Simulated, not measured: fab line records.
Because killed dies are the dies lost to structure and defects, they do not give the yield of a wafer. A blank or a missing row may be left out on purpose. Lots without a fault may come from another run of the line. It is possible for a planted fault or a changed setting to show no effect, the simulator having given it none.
Chamber matching :: flow nand harc :: NHARC_A_CHANNEL_FILL_D2_ALD_14 on ald hk-04: 4 sister chambers
The step deposits SiO2, target thk 2.5 nm, pulse time 10 s, ald cycles 25. 4 wafers are shown with their chamber, then 9 later ones without.

WAFERS, EACH WITH ITS CHAMBER
wafer: L085.6
chamber: 0
heater power w (W): 492

wafer: L089.1
chamber: 3
heater power w (W): 434

wafer: L089.2
chamber: 2
heater power w (W): 660

wafer: L089.3
chamber: 1
heater power w (W): 516

WAFERS WITHOUT THEIR CHAMBER
wafer: L091.2
heater power w (W): 662

wafer: L091.4
heater power w (W): 434

wafer: L091.5
heater power w (W): 437

wafer: L095.1
heater power w (W): 443

wafer: L095.2
heater power w (W): 517

wafer: L095.5
heater power w (W): 508

wafer: L096.3
heater power w (W): 523

wafer: L096.5
heater power w (W): 437

wafer: L096.6
heater power w (W): 634

CHAMBER TAKEN BY EACH
wafer: L091.2
from the rows above: 2
in truth: 2

wafer: L091.4
from the rows above: 3
in truth: 3

wafer: L091.5
from the rows above: 3
in truth: 3

wafer: L095.1
from the rows above: 3
in truth: 3

wafer: L095.2
from the rows above: 1
in truth: 1

wafer: L095.5
from the rows above: can't be placed: 1 or 0
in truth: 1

wafer: L096.3
from the rows above: 1
in truth: 1

wafer: L096.5
from the rows above: 3
in truth: 3

wafer: L096.6
from the rows above: 2
in truth: 2
Correct placement for 8 of the 9. These rows do not allow placing 1 (true chamber among the candidates in 1). Wrongly placed: 0.
How it was worked out, from the rows above alone: a wafer's distance from a chamber is the root of the sum, over the readings, of the square of ((its reading less the chamber's mean) divided by the reading's scatter). The wafer belongs to the nearest chamber; if the next one is less than 2 further off, it can't be placed. The mean given for a chamber averages the wafers shown for that chamber. The scatter: root of mean squared gap, hidden wafer to nearest shown wafer, with one shown wafer a chamber.
